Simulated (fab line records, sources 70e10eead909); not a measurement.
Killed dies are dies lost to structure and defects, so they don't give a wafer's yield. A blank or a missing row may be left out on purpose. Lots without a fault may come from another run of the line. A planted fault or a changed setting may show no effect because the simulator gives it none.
Which tool did it? | flow nand_harc | 14 lots, 41 wafers sampled, at 1 step of a route of 1302

WHAT THE GAUGES READ, wafer by wafer
NHARC_A_CHANNEL_HOLE_D2_CD_MEAS_31. Usual: cd_nm 90.6 nm, standard deviation 1.3.
lot  | measured     | on        | cd_nm (nm)     | flag
L127 | day 13 11:22 | cd_sem-02 | 88.1 88.9 89.5 |
L128 | day 13 19:34 | cd_sem-03 | 91.9 90.3 90.4 |
L129 | day 14 00:34 | cd_sem-03 | 88.3 89.2 87.5 |
L130 | day 14 16:49 | cd_sem-02 | 91.0 88.9 90.4 |
L131 | day 14 23:56 | cd_sem-01 | 91.1 91.1 92.4 |
L134 | day 15 21:52 | cd_sem-01 | 92.1 88.6 91.6 |
L136 | day 16 18:08 | cd_sem-03 | 89.8 91.3 88.9 |
L135 | day 16 18:24 | cd_sem-02 | 90.1 90.6 90.7 |
L137 | day 17 19:01 | cd_sem-03 | 90.7 92.0 91.0 |
L143 | day 20 08:08 | cd_sem-03 | 91.4 90.5      |
L148 | day 21 18:24 | cd_sem-03 | 90.0 90.0 90.6 |
L147 | day 21 22:22 | cd_sem-01 | 91.5 91.1 89.5 |
L149 | day 22 09:20 | cd_sem-01 | 90.9 89.7 89.4 |
L150 | day 23 06:02 | cd_sem-03 | 90.8 90.2 90.4 |

WHICH TOOL RAN EACH LOT (tool, then ch and the chambers of the sampled wafers, then the start)
The record holds no process step before these readings.

WHAT THE TOOLS THEMSELVES READ (means of the sampled wafers that have a number; where no wafer has one, the mark that the record gives instead)
The record holds no such reading with a usual standard deviation.

THE ANSWER, worked out from the rows above alone
Rule: a lot is off if the mean of its wafers that have a number lies more than 3 standard deviations from the usual mean. A lot without any number at a reading at which 4 lots or more have one is off too. The other lots that the step has rows for count as sound. The gauges are gone through in route order, then the tools' own readings, and for those a lot's mean is taken as printed above. The first step at which some lot is off is used, and at that step the reading that is off furthest; a lot without a number counts as furthest.
No lot is off at any reading shown: from this, nothing can be told.

WHAT THE SIMULATOR HAD PUT IN
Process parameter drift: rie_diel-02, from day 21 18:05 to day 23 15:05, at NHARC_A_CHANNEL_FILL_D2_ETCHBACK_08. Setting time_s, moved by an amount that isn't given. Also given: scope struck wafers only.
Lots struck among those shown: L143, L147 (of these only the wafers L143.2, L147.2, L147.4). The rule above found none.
